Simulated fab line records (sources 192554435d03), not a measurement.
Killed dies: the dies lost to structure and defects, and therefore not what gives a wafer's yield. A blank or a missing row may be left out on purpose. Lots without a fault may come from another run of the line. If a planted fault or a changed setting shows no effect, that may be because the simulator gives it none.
fab line records	flow n5-finfet
record lots=14	wafers=42	last-day=17
route steps=1938 shown BEOL_M1@794 BEOL_M4@1094 BEOL_M5@1114
lots with no fault: from the same line, run without faults
start-h: hours from the record's opening day to when the first of the lot's shown wafers began	wait-h: how many hours have passed since the lot's step before this one	" repeats the value in the row above	L1.1+2: one row covering several wafers at once	- no value, or no start was given	* or withheld: withheld	< > ~ a bound
route shown NAME@n: a module of which the file shows steps, and the number in the route of the first	usual: mean/standard deviation taken from wafers without a fault	same: alike in all rows	chamber/n: place in a boat	sites: per-site readings	_std_site: their standard deviation	_edge_site: inner sites' mean taken away from outer sites' mean	radius-mm: how far each site lies from the wafer's centre	mask NAME#n: copy n	behind: the most recent tool/chamber to have shaped the wafer	hold: reason for holding the lot/hours on hold/outcome of the hold	device: which transistor (n, p or np) failed to switch	end of line: at the end of the route, the tests of the same wafers	a step given without rows: its recipe and nothing more	killed: dies lost to structure and defects at the first sort, not the wafer's yield	map: dies across one wafer; x = killed, . = not, _ = none there
set.NAME: the setting the step ran with; set.NAME@STEP: the setting that earlier step ran with	model.NAME: the simulator's own value behind a step, which no gauge read
steps of the route over a sample of lots; a table a step, a row a wafer
services: when a tool's chamber went out of use (start-h, in hours from the record's first day, below 0 if earlier), for how many hours, and the reason
## steps
# step N5_BEOL_M1_ETCH_70
# recipe chemistry=N2/H2	target=SOC	target-depth-a=800	overetch-a=160	mask-material=SiARC	temp-c=40	time-s=120	ion-energy-ev=200	pressure-mtorr=30	source-w=840	bias-w=150	n2-flow-sccm=200	h2-flow-sccm=200
# usual drypump-motor-current-A=5.7/0.5	oes-product-au=0.61/0.058	rf-vpp-V=524.5/2.6	showerhead-plenum-p-Torr=2.57/0.095	throttle-valve-pct=17.87/0.24
lot.wafer	tool	chamber	start-h	wait-h	drypump-motor-current-A	oes-product-au	rf-hours-counter-h	rf-vpp-V	showerhead-plenum-p-Torr	throttle-valve-pct
L108.1	rie-diel-05	2	123.61	0.0	5.4	0.58	158	523.0	2.54	18.20
L108.3	"	0	"	"	5.6	0.54	242	521.4	2.51	17.87
L108.5	"	2	"	"	5.4	0.57	-	524.1	2.54	18.20
L109.3	rie-diel-05	2	138.70	0.0	5.4	0.58	163	523.4	2.54	18.21
L109.5	"	2	"	"	5.4	0.58	-	524.6	2.54	18.20
L109.6	"	1	"	"	5.8	0.59	-	525.3	2.65	18.10
L111.1	rie-diel-05	0	141.69	0.0	5.6	0.52	245	523.3	2.51	17.87
L111.4	"	1	"	"	5.8	0.56	166	525.8	2.65	18.09
L111.6	"	0	"	"	5.7	0.51	-	523.5	2.51	17.86
L112.1	rie-diel-05	1	153.89	0.0	5.8	0.57	169	524.6	2.65	18.09
L112.2	"	2	"	"	5.4	0.56	169	523.2	2.54	18.22
L112.3	"	3	"	"	5.7	0.50	244	519.9	2.40	18.13
L116.3	rie-diel-06	2	199.49	0.0	6.5	0.59	157	525.3	2.53	17.80
L116.4	"	3	"	"	6.6	0.64	85	521.9	2.47	17.77
L116.5	"	3	"	"	6.6	0.63	-	522.7	2.47	17.76
L121.2	rie-diel-06	3	210.48	0.0	6.6	0.63	88	521.2	2.47	17.79
L121.3	"	0	"	"	5.8	0.65	51	524.6	2.59	17.57
L121.4	"	1	"	"	5.5	0.56	190	520.2	2.43	17.90
L122.3	rie-diel-02	0	217.09	0.0	5.1	0.68	29	528.4	2.71	18.01
L122.4	"	3	"	"	6.6	0.69	-	526.3	2.59	17.42
L122.5	"	1	"	"	5.6	0.56	-	527.2	2.65	18.06
L123.1	rie-diel-02	1	220.84	0.0	5.5	0.57	175	526.8	2.65	18.05
L123.3	"	3	"	"	6.6	0.69	24	525.5	2.59	17.42
L123.4	"	1	"	"	5.5	0.56	-	526.4	2.65	18.06
L124.1	rie-diel-02	1	232.13	0.0	5.6	0.56	180	525.2	2.64	18.07
L124.2	"	3	"	"	6.5	0.68	28	525.1	2.59	17.42
L124.3	"	0	"	"	5.1	0.68	35	527.9	2.71	18.02
L126.1	rie-diel-02	3	241.62	0.0	6.6	0.68	31	524.7	2.59	17.42
L126.4	"	2	"	"	5.1	0.60	95	522.0	2.47	17.65
L126.5	"	0	"	"	5.1	0.66	-	528.3	2.70	18.02
L125.1	rie-diel-05	1	246.68	0.0	5.8	0.56	201	528.5	2.63	18.13
L125.2	"	2	"	"	5.4	0.55	200	523.5	2.53	18.26
L125.5	"	0	"	"	5.6	0.69	-	522.8	2.49	17.47
L127.1	rie-diel-05	1	247.06	0.0	5.8	0.56	201	524.3	2.63	18.15
L127.2	"	2	"	"	5.4	0.56	201	522.6	2.53	18.27
L127.5	"	2	"	"	5.4	0.55	-	523.4	2.52	18.25
L128.2	rie-diel-02	0	252.24	0.0	5.1	0.67	40	528.7	2.70	18.03
L128.3	"	3	"	"	6.6	0.68	33	524.2	2.59	17.44
L128.5	"	0	"	"	5.1	0.67	-	528.4	2.70	18.02
L131.1	rie-diel-06	2	269.67	0.0	6.5	0.58	177	525.2	2.52	17.82
L131.2	"	1	"	"	5.5	0.55	207	519.1	2.42	17.93
L131.4	"	3	"	"	6.6	0.61	104	520.3	2.46	17.83
# step N5_BEOL_M4_SPUTTER_90
# recipe material=Cu	target-thk-a=45	temp-c=-20	chamber-pressure-pa=0.07	power-w=withheld	time-s=8.29
# usual substrate-temp-c=-19.99/0.11	throttle-valve-pct=29.6/0.97
lot.wafer	tool	chamber	start-h	wait-h	substrate-temp-c	throttle-valve-pct
L108.1	pvd-sputter-02	-	156.01	0.1	-19.98	29.2
L108.3	"	-	"	"	-19.91	30.2
L108.5	"	-	"	"	-20.03	29.8
L109.3	pvd-sputter-02	-	169.84	0.1	-20.02	30.5
L109.5	"	-	"	"	-19.98	28.4
L109.6	"	-	"	"	-20.07	29.9
L111.1	pvd-sputter-02	-	172.80	0.1	-19.82	29.3
L111.4	"	-	"	"	-20.08	30.0
L111.6	"	-	"	"	-20.02	29.1
L112.1	pvd-sputter-02	-	187.23	0.1	-19.89	28.9
L112.2	"	-	"	"	-19.79	30.4
L112.3	"	-	"	"	-20.04	29.9
L116.3	pvd-sputter-03	-	231.65	0.1	-19.97	29.2
L116.4	"	-	"	"	-19.96	28.0
L116.5	"	-	"	"	-20.06	29.6
L122.3	pvd-sputter-03	-	251.98	0.1	-20.10	28.1
L122.4	"	-	"	"	-20.05	29.9
L122.5	"	-	"	"	-20.27	29.2
L121.2	pvd-sputter-01	-	252.05	0.1	-19.91	30.7
L121.3	"	-	"	"	-19.90	30.0
L121.4	"	-	"	"	-20.01	28.3
L123.1	pvd-sputter-01	-	258.16	0.1	-20.25	30.8
L123.3	"	-	"	"	-20.08	31.2
L123.4	"	-	"	"	-19.91	28.8
L124.1	pvd-sputter-03	-	267.24	0.1	-20.05	31.0
L124.2	"	-	"	"	-20.03	28.0
L124.3	"	-	"	"	-19.81	29.6
L126.1	pvd-sputter-03	-	279.15	0.1	-20.08	27.8
L126.4	"	-	"	"	-19.95	29.8
L126.5	"	-	"	"	-19.79	29.2
L125.1	pvd-sputter-03	-	280.99	0.1	-19.95	31.3
L125.2	"	-	"	"	-20.01	30.0
L125.5	"	-	"	"	-19.93	31.0
L128.2	pvd-sputter-02	-	284.41	0.1	-19.94	30.1
L128.3	"	-	"	"	-20.14	30.4
L128.5	"	-	"	"	-19.99	29.1
L127.1	pvd-sputter-01	-	284.54	0.1	-19.98	30.2
L127.2	"	-	"	"	-19.95	28.5
L127.5	"	-	"	"	-20.02	31.0
L131.1	pvd-sputter-02	-	304.77	0.1	-19.89	28.4
L131.2	"	-	"	"	-19.84	28.9
L131.4	"	-	"	"	-19.97	30.0
# step N5_BEOL_M4_ANNEAL_93
# recipe temp-c=400	time-s=240	ambient=vacuum
# usual heater-power-w=819/61	susceptor_temp_C_max=401.0/0.44
lot.wafer	tool	chamber	start-h	wait-h	heater-power-w	susceptor_temp_C_max
L108.1	pvd-sputter-02	-	156.31	0.0	810	400.4
L108.3	"	-	"	"	863	400.5
L108.5	"	-	"	"	861	400.5
L109.3	pvd-sputter-02	-	170.14	0.0	866	401.7
L109.5	"	-	"	"	873	400.7
L109.6	"	-	"	"	852	401.2
L111.1	pvd-sputter-02	-	173.10	0.0	819	400.8
L111.4	"	-	"	"	872	400.7
L111.6	"	-	"	"	805	400.7
L112.1	pvd-sputter-02	-	187.53	0.0	802	400.1
L112.2	"	-	"	"	848	401.3
L112.3	"	-	"	"	858	400.4
L116.3	pvd-sputter-03	-	231.95	0.0	797	401.2
L116.4	"	-	"	"	854	401.0
L116.5	"	-	"	"	712	401.1
L122.3	pvd-sputter-03	-	252.28	0.0	872	401.2
L122.4	"	-	"	"	712	401.2
L122.5	"	-	"	"	793	401.1
L121.2	pvd-sputter-01	-	252.35	0.0	868	401.7
L121.3	"	-	"	"	646	400.9
L121.4	"	-	"	"	804	401.3
L123.1	pvd-sputter-01	-	258.46	0.0	869	401.4
L123.3	"	-	"	"	786	400.9
L123.4	"	-	"	"	793	401.2
L124.1	pvd-sputter-03	-	267.54	0.0	854	401.4
L124.2	"	-	"	"	873	401.4
L124.3	"	-	"	"	713	400.9
L126.1	pvd-sputter-03	-	279.45	0.0	864	401.4
L126.4	"	-	"	"	714	400.9
L126.5	"	-	"	"	800	400.7
L125.1	pvd-sputter-03	-	281.29	0.0	854	401.4
L125.2	"	-	"	"	709	401.0
L125.5	"	-	"	"	883	401.5
L128.2	pvd-sputter-02	-	284.71	0.0	861	400.1
L128.3	"	-	"	"	822	401.7
L128.5	"	-	"	"	811	400.3
L127.1	pvd-sputter-01	-	284.84	0.0	653	401.4
L127.2	"	-	"	"	823	400.8
L127.5	"	-	"	"	782	400.7
L131.1	pvd-sputter-02	-	305.07	0.0	854	400.9
L131.2	"	-	"	"	829	400.8
L131.4	"	-	"	"	866	400.7
# step N5_BEOL_M4_RC_MEAS_101
# usual CHAIN_V0_max_site=244/8.7	DIBL_N=36.3/1.2	DIBL_P=36.7/1.5	IOFF_N=0.164/0.02	IOFF_P=0.214/0.024	ION_N=673/8.5	ION_P=461/5.9	SS_N=71.6/0.44	SS_P=73.3/0.55	VT_N=249.4/2.4	VT_P=-250.0/2.3
lot.wafer	tool	chamber	start-h	wait-h	CHAIN_V0_max_site[ohm/link]	DIBL_N[mV/V]	DIBL_P[mV/V]	IOFF_N[nA/um]	IOFF_P[nA/um]	ION_N[uA/um]	ION_P[uA/um]	SS_N[mV/dec]	SS_P[mV/dec]	VT_N[mV]	VT_P[mV]
L108.1	prober-01	0	158.09	0.0	248	36.3	35.8	0.162	0.194	674	458	71.9	73.4	249.4	-251.8
L108.3	"	0	"	"	238	35.6	34.9	0.149	0.182	654	449	71.7	73.3	250.6	-255.3
L108.5	"	0	"	"	248	36.4	35.2	0.160	0.188	655	453	71.4	74.0	249.2	-251.0
L109.3	prober-02	0	172.04	0.3	259	36.6	35.3	0.157	0.211	666	463	71.3	72.8	249.4	-248.3
L109.5	"	0	"	"	245	36.5	34.2	0.150	0.201	667	459	72.1	73.1	252.6	-251.7
L109.6	"	0	"	"	244	37.0	35.8	0.172	0.227	672	464	71.7	73.0	248.8	-248.0
L111.1	prober-02	0	174.60	0.0	~588	37.0	37.7	0.187	0.214	688	461	72.5	73.3	246.9	-248.0
L111.4	"	0	"	"	~588	35.4	36.0	0.150	0.183	673	456	71.9	73.1	251.1	-253.8
L111.6	"	0	"	"	~588	34.7	35.2	0.138	0.173	665	456	71.7	72.8	250.6	-253.1
L112.1	prober-01	0	188.99	0.0	~588	36.0	36.0	0.149	0.187	658	446	71.7	73.1	253.4	-250.9
L112.2	"	0	"	"	~588	36.0	35.6	0.144	0.178	661	452	71.4	73.0	253.4	-251.6
L112.3	"	0	"	"	~588	36.9	37.8	0.173	0.210	673	458	72.4	73.6	250.8	-251.3
L116.3	prober-01	0	234.01	0.3	255	36.1	37.7	0.172	0.219	683	464	71.6	73.4	248.2	-248.6
L116.4	"	0	"	"	236	35.7	37.2	0.164	0.210	677	464	72.1	73.6	248.6	-251.2
L116.5	"	0	"	"	246	37.2	39.5	0.199	0.248	689	465	72.6	75.0	244.6	-247.5
L122.3	prober-01	0	254.05	0.3	237	37.2	36.8	0.174	0.223	675	460	72.2	73.9	251.4	-249.7
L122.4	"	0	"	"	243	36.6	36.3	0.165	0.218	671	460	71.4	73.3	248.3	-249.7
L122.5	"	0	"	"	247	36.7	36.4	0.160	0.224	678	467	72.6	73.4	253.3	-249.6
L121.2	prober-02	0	254.19	0.2	231	36.5	37.6	0.160	0.190	662	452	71.1	73.3	250.8	-252.2
L121.3	"	0	"	"	243	37.9	39.0	0.177	0.217	671	462	71.5	73.3	249.7	-253.4
L121.4	"	0	"	"	247	38.2	39.6	0.188	0.213	659	452	72.3	73.2	244.9	-249.8
L123.1	prober-02	0	259.92	0.0	243	36.7	37.1	0.162	0.224	672	470	71.6	73.3	249.7	-247.1
L123.3	"	0	"	"	228	35.7	36.7	0.147	0.218	673	466	71.1	73.3	252.8	-246.9
L123.4	"	0	"	"	249	34.9	35.7	0.131	0.195	666	462	71.6	73.3	253.9	-247.2
L124.1	prober-02	0	269.18	0.0	248	36.0	36.7	0.159	0.232	679	466	72.1	73.3	249.3	-248.2
L124.2	"	0	"	"	237	34.2	33.7	0.129	0.190	669	463	71.5	72.7	251.4	-248.6
L124.3	"	0	"	"	223	35.2	34.7	0.141	0.192	663	457	71.1	72.7	250.4	-251.4
L126.1	prober-01	0	280.96	0.0	223	33.7	35.5	0.131	0.181	664	458	71.2	72.7	252.4	-252.3
L126.4	"	0	"	"	243	32.4	33.5	0.114	0.160	662	455	71.1	72.2	254.5	-253.9
L126.5	"	0	"	"	244	34.8	36.5	0.151	0.200	660	454	70.9	73.3	249.7	-249.8
L125.1	prober-02	0	282.84	0.0	238	35.7	36.6	0.176	0.214	678	460	71.9	73.4	248.0	-253.1
L125.2	"	0	"	"	236	35.6	36.9	0.173	0.209	675	461	72.3	73.1	249.2	-250.9
L125.5	"	0	"	"	234	35.6	36.2	0.174	0.202	682	459	72.5	73.6	247.9	-251.1
L128.2	prober-02	0	286.32	0.2	241	38.6	37.3	0.201	0.240	679	465	71.2	73.5	245.6	-246.5
L128.3	"	0	"	"	246	36.9	36.2	0.162	0.213	664	454	70.9	73.0	249.2	-248.0
L128.5	"	0	"	"	233	39.0	37.4	0.196	0.229	666	460	71.8	73.7	246.6	-249.1
L127.1	prober-01	0	286.48	0.0	253	36.5	36.7	0.186	0.219	677	459	71.7	73.8	248.8	-249.0
L127.2	"	0	"	"	249	35.7	35.6	0.168	0.209	691	464	71.4	73.6	247.4	-251.4
L127.5	"	0	"	"	240	34.4	34.3	0.150	0.187	681	463	71.3	73.1	251.1	-252.3
L131.1	prober-02	0	307.18	0.0	249	36.3	38.1	0.159	0.214	680	465	71.2	73.8	251.0	-251.5
L131.2	"	0	"	"	233	36.1	38.3	0.160	0.214	672	465	71.2	73.3	251.5	-250.7
L131.4	"	0	"	"	239	38.6	40.1	0.200	0.258	682	469	72.3	74.7	247.2	-249.7
# step N5_BEOL_M5_THK_MEAS_01
# recipe reads=SiCOH_lowk_of_BEOL_M5_ILD_DEP_00
# usual M5_ILD_THK=120.8/1.4
lot.wafer	tool	chamber	start-h	wait-h	M5_ILD_THK[nm]
L108.1	film-metro-02	-	159.63	0.4	119.9
L108.3	"	-	"	"	120.2
L108.5	"	-	"	"	121.5
L109.3	film-metro-01	-	173.44	0.3	119.5
L109.5	"	-	"	"	121.9
L109.6	"	-	"	"	121.4
L111.1	film-metro-02	-	176.15	0.4	118.8
L111.4	"	-	"	"	120.9
L111.6	"	-	"	"	121.3
L112.1	film-metro-01	-	190.53	0.4	119.8
L112.2	"	-	"	"	119.3
L112.3	"	-	"	"	120.1
L116.3	film-metro-02	-	235.24	0.3	120.2
L116.4	"	-	"	"	123.9
L116.5	"	-	"	"	123.2
L122.3	film-metro-02	-	255.28	0.3	120.4
L122.4	"	-	"	"	122.7
L122.5	"	-	"	"	123.1
L121.2	film-metro-02	-	255.76	0.4	119.4
L121.3	"	-	"	"	119.3
L121.4	"	-	"	"	122.3
L123.1	film-metro-01	-	261.45	0.4	118.7
L123.3	"	-	"	"	118.7
L123.4	"	-	"	"	120.4
L124.1	film-metro-01	-	270.71	0.4	119.3
L124.2	"	-	"	"	120.6
L124.3	"	-	"	"	118.5
L126.1	film-metro-02	-	282.50	0.4	119.9
L126.4	"	-	"	"	121.7
L126.5	"	-	"	"	121.1
L125.1	film-metro-01	-	284.38	0.4	120.8
L125.2	"	-	"	"	120.1
L125.5	"	-	"	"	121.1
L128.2	film-metro-01	-	287.70	0.4	118.9
L128.3	"	-	"	"	118.8
L128.5	"	-	"	"	121.6
L127.1	film-metro-02	-	288.30	0.4	121.0
L127.2	"	-	"	"	120.8
L127.5	"	-	"	"	122.0
L131.1	film-metro-02	-	308.73	0.4	118.3
L131.2	"	-	"	"	118.1
L131.4	"	-	"	"	120.4
## services
tool	chamber	start-h	hours	kind
rie-diel-06	1	113.05	1.8	repair
rie-diel-02	2	113.09	5.5	repair
rie-diel-02	3	114.85	2.7	repair
rie-diel-02	0	118.74	-	clean
rie-diel-02	0	118.74	-	consumable-replace:focus-ring
rie-diel-02	0	118.74	-	consumable-replace:showerhead
rie-diel-02	0	118.74	18.6	scheduled-down
rie-diel-02	0	118.74	18.6	vent-cycle
rie-diel-05	0	134.07	5.7	repair
rie-diel-02	3	143.56	-	clean
rie-diel-05	0	159.98	-	clean
rie-diel-05	0	159.98	-	consumable-replace:focus-ring
rie-diel-05	0	159.98	15.6	scheduled-down
rie-diel-05	0	159.98	15.6	vent-cycle
rie-diel-05	3	175.58	-	clean
rie-diel-05	3	175.58	-	consumable-replace:focus-ring
rie-diel-05	3	175.58	-	consumable-replace:showerhead
rie-diel-05	3	175.58	22.7	scheduled-down
rie-diel-05	3	175.58	22.7	vent-cycle
rie-diel-02	2	187.47	42.2	repair
rie-diel-05	-	197.43	0.5	repair
rie-diel-06	2	297.63	7.9	repair
rie-diel-05	3	298.23	8.0	repair
rie-diel-06	-	302.99	14.6	pm
## key
first-sign step=N5_BEOL_M4_RC_MEAS_101	reading=CHAIN_V0_max_site	direction=up	sigmas=39	usual=244	struck=~588
effect none on later readings
met-at N5_BEOL_M1_ETCH_70
struck-lots L111,L112
sort-left-out L111.1,L111.4,L111.6,L112.1,L112.2,L112.3
not-acting-at N5_BEOL_M4_SPUTTER_90,N5_BEOL_M4_ANNEAL_93,N5_BEOL_M5_THK_MEAS_01
onset-between 138.70 141.69
fault kind=process-parameter-drift	tool=rie-diel-05	chamber=-	onset-h=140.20	steps=N5_BEOL_M1_ETCH_70	channel=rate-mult	offset=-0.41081	shape=step	end-h=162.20
# sort-left-out: the simulated sort isn't trusted on such a fault, so these wafers' sort isn't shown, and their yield isn't known
